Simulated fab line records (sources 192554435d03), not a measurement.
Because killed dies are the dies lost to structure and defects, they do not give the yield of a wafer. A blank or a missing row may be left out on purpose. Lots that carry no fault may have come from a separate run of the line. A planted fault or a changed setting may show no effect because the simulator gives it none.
Matching of chambers    flow n5_finfet    N5_SDB_DESCUM_16 on rie_diel-03: 4 sister chambers
The step chemistry O2, time 7.9 s. 4 wafers are shown with their chamber, then 8 later ones without.

== WAFERS PAIRED WITH THEIR CHAMBERS ==
wafer   chamber  drypump_motor_current_A (A)
L090.4  0        5.81
L091.2  2        4.92
L091.4  1        5.84
L092.1  3        5.41

== WAFERS WITHOUT THEIR CHAMBER ==
wafer   drypump_motor_current_A (A)
L092.2  4.94
L092.3  5.85
L093.1  5.86
L093.2  5.43
L093.4  5.83
L095.3  5.83
L095.4  5.44
L095.5  5.82

== WHICH CHAMBER EACH WENT THROUGH ==
wafer   from the rows above      in truth
L092.2  2                        2
L092.3  can't be placed: 1 or 0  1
L093.1  can't be placed: 1 or 0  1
L093.2  3                        3
L093.4  can't be placed: 1 or 0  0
L095.3  can't be placed: 1 or 0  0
L095.4  3                        3
L095.5  can't be placed: 0 or 1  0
Correct placement for 3 of the 8. Unplaceable from these rows: 5, with the true chamber sitting among the candidates in 5. 0 placed wrongly.
How it was worked out, from the rows above alone: a wafer's distance from a chamber is the root of the sum, over the readings, of the square of ((its reading less the chamber's mean) divided by the reading's scatter). The wafer belongs to the nearest chamber; if the next one is less than 2 further off, it can't be placed. A chamber's mean is the mean of its shown wafers. The scatter (one wafer shown for each chamber): square how far every hidden wafer sits from the nearest shown wafer, average those squares and take the square root.
